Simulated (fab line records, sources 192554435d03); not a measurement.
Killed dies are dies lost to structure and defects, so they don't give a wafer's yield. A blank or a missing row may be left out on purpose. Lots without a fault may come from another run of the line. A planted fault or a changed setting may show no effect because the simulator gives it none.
Split-lot experiment | flow n5_finfet | 7 lots, 39 wafers read, on a route of 1938 steps

THE SPLIT
At N5_PASSIVATION_DEVELOP_43 (develop time 60 s), the setting develop_time_s was moved away from the recipe's 60 s on 18 of the 39 wafers read, by -53.1% to +34.0%. The other wafers ran this setting at the recipe's value.

FROM THE SPLIT TO THE READING: what the file shows between them, 1 step
- N5_PASSIVATION_HARDBAKE_45: time 120 s

THE READING
cd_nm, in nm, at N5_PASSIVATION_CD_MEAS_44 (target cd 40000 nm). Fault-free wafers of this fab line usually give 40001 nm, standard deviation 3.7 nm.

wafer  | tool, chamber at the split | develop_time_s as run, s | against the recipe | cd_nm, nm | against lot-mates on the recipe
L075.1 | litho_track-04, 0          | 39.46                    | -34.2%             | 39976     | -24
L075.2 | litho_track-04, 0          | 39.46                    | -34.2%             | 39983     | -17
L075.3 | litho_track-04, 0          | 39.46                    | -34.2%             | 39983     | -17
L075.4 | litho_track-04, 0          | 60                       | recipe             | 40000     | -
L075.5 | litho_track-04, 0          | 60                       | recipe             | 40004     | -
L075.6 | litho_track-04, 0          | 60                       | recipe             | 39995     | -
L078.1 | litho_track-04, 0          | 60                       | recipe             | 40004     | -
L078.2 | litho_track-04, 0          | 31.29                    | -47.9%             | 39969     | -35
L078.3 | litho_track-04, 0          | 31.29                    | -47.9%             | 39969     | -35
L078.4 | litho_track-04, 0          | 60                       | recipe             | 40002     | -
L078.5 | litho_track-04, 0          | 60                       | recipe             | 40005     | -
L078.6 | litho_track-04, 0          | 31.29                    | -47.9%             | 39971     | -33
L079.2 | litho_track-04, 0          | 60                       | recipe             | 40006     | -
L079.3 | litho_track-04, 0          | 60                       | recipe             | 40000     | -
L079.6 | litho_track-04, 0          | 60                       | recipe             | 40001     | -
L086.1 | litho_track-03, 0          | 71.27                    | +18.8%             | 40008     | +7
L086.2 | litho_track-03, 0          | 71.27                    | +18.8%             | 40007     | +6
L086.3 | litho_track-03, 0          | 60                       | recipe             | 40002     | -
L086.4 | litho_track-03, 0          | 60                       | recipe             | 40006     | -
L086.5 | litho_track-03, 0          | 60                       | recipe             | 39995     | -
L086.6 | litho_track-03, 0          | 71.27                    | +18.8%             | 40007     | +6
L092.1 | litho_track-04, 0          | 60                       | recipe             | 40010     | -
L092.2 | litho_track-04, 0          | 28.13                    | -53.1%             | 39971     | -36
L092.3 | litho_track-04, 0          | 60                       | recipe             | 40005     | -
L092.4 | litho_track-04, 0          | 60                       | recipe             | 40007     | -
L092.5 | litho_track-04, 0          | 28.13                    | -53.1%             | 39973     | -34
L092.6 | litho_track-04, 0          | 28.13                    | -53.1%             | 39973     | -34
L093.1 | litho_track-04, 0          | 80.39                    | +34.0%             | 40015     | +10
L093.2 | litho_track-04, 0          | 60                       | recipe             | 40005     | -
L093.3 | litho_track-04, 0          | 60                       | recipe             | 40004     | -
L093.4 | litho_track-04, 0          | 60                       | recipe             | 40005     | -
L093.5 | litho_track-04, 0          | 80.39                    | +34.0%             | 40012     | +7
L093.6 | litho_track-04, 0          | 80.39                    | +34.0%             | 40017     | +12
L095.1 | litho_track-05, 0          | 60                       | recipe             | 40001     | -
L095.2 | litho_track-05, 0          | 78.07                    | +30.1%             | 40011     | +11
L095.3 | litho_track-05, 0          | 60                       | recipe             | 39999     | -
L095.4 | litho_track-05, 0          | 78.07                    | +30.1%             | 40010     | +10
L095.5 | litho_track-05, 0          | 78.07                    | +30.1%             | 40004     | +4
L095.6 | litho_track-05, 0          | 60                       | recipe             | 39999     | -

THE FIT
A straight line over all 39 wafers: cd_nm changes by +0.513 nm for each +1% of develop_time_s; r = +0.94; the points scatter about the line by 4.7 nm.
The same after taking each lot's own level away (the mean of its wafers on the recipe; 39 wafers): +0.542 nm for each +1%; r = +0.96; scatter 4.3 nm.
On that fit, the largest move of develop_time_s shifts the reading by 29 nm.
The lots' own levels span 39999.7 to 40007.3 nm, that is 2.1 times the standard deviation above.
So the lot-to-lot level changes the slope little: the two slopes agree.
Check: with one of the wafers moved furthest among these (-53.1%) left out of the fit, the line predicts -30.8 nm for it against its lot-mates. It came out at -36.3 nm against them.

OTHER SPLITS ON THESE WAFERS
These wafers also went through other splits before the reading. Each is held against what the fit with the lots' levels taken away leaves over:
other split on the same wafers            | wafers away from the commonest value | r with cd_nm (lot level and that fit taken away)
N5_ZERO_LAYER_DEVELOP_10 develop_time_s   | 15                                   | -0.16
N5_FIN_SAQP_ETCH_65 time_s                | 15                                   | -0.06
N5_MOL_CONTACT_COAG_PRECLEAN_111 time_s   | 12                                   | +0.17
N5_BEOL_M7_CVD_78 target_thk_a            | 12                                   | +0.19
N5_BEOL_M11_ETCH_41 time_s                | 18                                   | -0.02
N5_BEOL_M15_TRENCH_ETCH_34 target_depth_a | 9                                    | -0.06

THE FILE'S OWN FIT
cd_nm changes by +0.561 nm for each +1% of develop_time_s, r = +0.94.
